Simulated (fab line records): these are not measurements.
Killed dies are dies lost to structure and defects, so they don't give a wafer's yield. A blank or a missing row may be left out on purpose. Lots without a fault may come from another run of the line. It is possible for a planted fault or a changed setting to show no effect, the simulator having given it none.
A single fault, viewed from 3 desks | flow nand harc | each desk has only its own numbers; what lay behind them comes last

## AT THE TOOL OWNER'S DESK: rie diel-06
The tool's own readings at NHARC_A_SGD_CUT_ETCHBACK_24 (etches the open film in CH3F/O2, target depth 50 nm, time 92.857 s): means of the sampled wafers that have a number, for each lot that ran on this tool. A lot is out of limits, marked OUT, if its mean lies more than 4 standard deviations from the usual mean; the brackets give that distance.
Columns: A = chamber pressure mTorr at NHARC_A_SGD_CUT_ETCHBACK_24, usual 25.000 mTorr; B = drypump motor current A at NHARC_A_SGD_CUT_ETCHBACK_24, usual 5.5 A; C = oes product au at NHARC_A_SGD_CUT_ETCHBACK_24, usual 0.96 a.u.; D = rf fwd power W at NHARC_A_SGD_CUT_ETCHBACK_24, usual 496.7 W; E = rf vpp V at NHARC_A_SGD_CUT_ETCHBACK_24, usual 243.7 V; F = showerhead plenum p Torr at NHARC_A_SGD_CUT_ETCHBACK_24, usual 2.41 Torr; G = throttle valve pct at NHARC_A_SGD_CUT_ETCHBACK_24, usual 20.662 %
lot  | first seen here | A      | B   | C    | D     | E     | F    | G
L699 | day 19 20:19    | 25.002 | 5.4 | 0.91 | 494.3 | 242.7 | 2.33 | 20.655
L710 | day 24 19:29    | 25.017 | 5.6 | 0.92 | 494.8 | 243.5 | 2.35 | 20.675
L716 | day 27 09:49    | 24.991 | 5.4 | 1.00 | 495.6 | 242.7 | 2.33 | 20.655
L718 | day 27 18:34    | 25.006 | 5.4 | 0.93 | 495.3 | 241.8 | 2.33 | 20.661
This desk's finding: nothing out of limits on any of the 4 lots.

## THE DEFECT DESK
Inspection counts along the route, by lot: the mean over sampled wafers that carry a number. A lot is out of limits, marked OUT, if its mean lies more than 4 standard deviations from the usual mean; the brackets give that distance.
Columns: A = raw defect count at NHARC_A_SGD_CUT_INSPECT_25, usual 394
lot  | first seen here | A
L699 | day 19 20:34    | 306
L701 | day 20 04:52    | 367
L700 | day 20 16:41    | 358
L710 | day 24 19:43    | 993 (+7.0) OUT
L714 | day 25 17:05    | 431
L711 | day 25 23:31    | 381
L716 | day 27 10:01    | 392
L717 | day 27 10:01    | 277
L718 | day 27 18:49    | 319
L719 | day 28 02:55    | 364
Finding of this desk: L710 out of limits; the first was L710 at day 24 19:43, on raw defect count at NHARC_A_SGD_CUT_INSPECT_25. L699, L701, L700, L714, L711, L716, L717, L718, L719 stayed within limits.

## FROM THE METROLOGY DESK
Means of the sampled wafers that have a number, per lot and without regard to the tool the lot ran on: this is what the gauges read. A lot is out of limits, marked OUT, if its mean lies more than 4 standard deviations from the usual mean; the brackets give that distance.
Columns: A = overlay x nm at NHARC_A_SGD_CUT_OVL_MEAS_10, usual -0.2 nm; B = overlay y nm at NHARC_A_SGD_CUT_OVL_MEAS_10, usual 0.1 nm
lot  | first seen here | A    | B
L699 | day 19 14:00    | 1.0  | -0.3
L701 | day 19 22:08    | -0.5 | -0.2
L700 | day 20 09:46    | -0.2 | -1.7
L710 | day 24 12:44    | 0.4  | 0.8
L714 | day 25 13:16    | 0.4  | 0.0
L711 | day 25 13:35    | 0.1  | 0.7
L716 | day 27 03:02    | -0.4 | -0.0
L717 | day 27 03:15    | 0.7  | -1.1
L718 | day 27 09:09    | -0.2 | 0.5
L719 | day 27 20:21    | -0.7 | -0.4
This desk's finding: nothing out of limits on any of the 10 lots.

## BROUGHT TOGETHER
The defect desk could have raised an alarm at day 24 19:43, on L710.
The desk of the tool owner found nothing out of limits.
Nothing out of limits was seen by the metrology desk.
The tool owner's desk has L710 on record, within its limits.
The metrology desk has L710 on record, within its limits.
All the named lots went through NHARC_A_SGD_CUT_ETCHBACK_24 on rie diel-06.

## WHAT THE SIMULATOR HAD PUT IN
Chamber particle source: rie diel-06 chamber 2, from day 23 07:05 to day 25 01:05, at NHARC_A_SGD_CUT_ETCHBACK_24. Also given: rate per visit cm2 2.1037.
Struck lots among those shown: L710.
Hours from the fault's start to each desk's first reading out of limits: the defect desk, 37.
